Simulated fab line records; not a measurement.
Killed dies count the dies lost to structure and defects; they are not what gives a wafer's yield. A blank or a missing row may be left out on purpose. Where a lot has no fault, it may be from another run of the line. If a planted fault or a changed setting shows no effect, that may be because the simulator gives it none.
Chamber matching | flow n5Finfet | N5_FIN_CUT_STRIP_22 on rieDiel-05: 4 sister chambers
The step strips in N2/H2. 4 wafers are shown with their chamber, then 8 later ones without.

WAFERS PAIRED WITH THEIR CHAMBERS
wafer  | chamber | drypumpMotorCurrentA (A)
L084.6 | 0       | 6.2
L085.3 | 2       | 5.0
L085.6 | 1       | 5.7
L089.1 | 3       | 5.6

WAFERS MISSING THEIR CHAMBER
wafer  | drypumpMotorCurrentA (A)
L089.5 | 5.0
L089.6 | 6.1
L092.1 | 6.2
L092.2 | 5.0
L092.5 | 5.0
L094.2 | 5.0
L094.5 | 5.7
L094.6 | 5.0

CHAMBER TAKEN BY EACH
wafer  | from the rows above | in truth
L089.5 | 2                   | 2
L089.6 | 0                   | 0
L092.1 | 0                   | 0
L092.2 | 2                   | 2
L092.5 | 2                   | 2
L094.2 | 2                   | 2
L094.5 | 1                   | 1
L094.6 | 2                   | 2
Placed correctly: 8 of 8. Not placeable from these rows: 0. Wrongly placed: 0.
How it was worked out, from the rows above alone: a wafer's distance from a chamber is the root of the sum, over the readings, of the square of ((its reading less the chamber's mean) divided by the reading's scatter). If the next closest chamber is less than 2 further off than the closest, the wafer can't be placed; otherwise it belongs to the closest. The mean given for a chamber averages the wafers shown for that chamber. The scatter (one wafer shown for each chamber): square how far every hidden wafer sits from the nearest shown wafer, average those squares and take the square root.
